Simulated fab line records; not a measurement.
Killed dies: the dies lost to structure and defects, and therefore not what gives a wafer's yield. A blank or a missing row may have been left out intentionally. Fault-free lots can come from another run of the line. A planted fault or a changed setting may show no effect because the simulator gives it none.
Matching of chambers    flow nandHarc    NHARC_A_STAIRCASE_TRIM_196 on rieDiel-06: 4 sister chambers
The step chemistry O2, time 211.2 s. 16 wafers are shown with their chamber, then 8 later ones without.

== EACH WAFER AND ITS CHAMBER ==
wafer   chamber  showerheadPlenumPTorr (Torr)  drypumpMotorCurrentA (A)  rfVppV (V)
L080.1  0        3.36                          4.8                       57.1
L080.2  1        3.79                          5.9                       57.9
L080.4  2        3.62                          6.3                       59.3
L082.1  1        3.79                          5.9                       58.6
L082.4  3        3.43                          6.7                       57.3
L082.5  3        3.44                          6.7                       57.8
L083.2  1        3.78                          6.0                       58.8
L083.3  2        3.61                          6.3                       57.7
L083.4  3        3.43                          6.7                       56.7
L086.2  2        3.61                          6.4                       57.4
L086.4  3        3.43                          6.7                       57.9
L086.6  0        3.35                          4.8                       56.4
L091.1  0        3.33                          4.8                       58.5
L091.4  2        3.60                          6.3                       58.0
L091.5  2        3.60                          6.3                       57.4
L092.2  0        3.33                          4.9                       56.2

SIGNATURES, as means of the wafers listed above
reading                chamber 0  chamber 1  chamber 2  chamber 3  scatter within a chamber
showerheadPlenumPTorr  3.3425     3.7867     3.6080     3.4325     0.00956
drypumpMotorCurrentA   4.825      5.933      6.320      6.700      0.043
rfVppV                 57.050     58.433     57.960     57.425     0.769
Rule: a wafer lies at a distance from a chamber equal to the root of the sum of squares, over the readings, of (its reading less the chamber's mean, divided by the reading's scatter). If the next closest chamber is less than 2 further off than the closest, the wafer can't be placed; otherwise it belongs to the closest. The scatter is the square root of a quotient: the sum, over the shown wafers, of each reading's squared deviation from its chamber's mean, divided by wafers minus chambers.

== WAFERS WITHOUT THEIR CHAMBER ==
wafer   showerheadPlenumPTorr (Torr)  drypumpMotorCurrentA (A)  rfVppV (V)
L092.3  3.42                          6.7                       57.6
L092.4  3.60                          6.3                       57.4
L093.2  3.33                          4.8                       56.5
L093.4  3.42                          6.7                       57.8
L093.6  3.77                          5.9                       59.0
L096.1  3.33                          4.8                       58.1
L096.5  3.59                          6.3                       57.6
L096.6  3.76                          5.9                       57.3

== CHAMBER TAKEN BY EACH ==
wafer   from the rows above  in truth
L092.3  3                    3
L092.4  2                    2
L093.2  0                    0
L093.4  3                    3
L093.6  1                    1
L096.1  0                    0
L096.5  2                    2
L096.6  1                    1
8 of 8 placed correctly. From these rows, 0 cannot be placed. Number placed wrongly: 0.
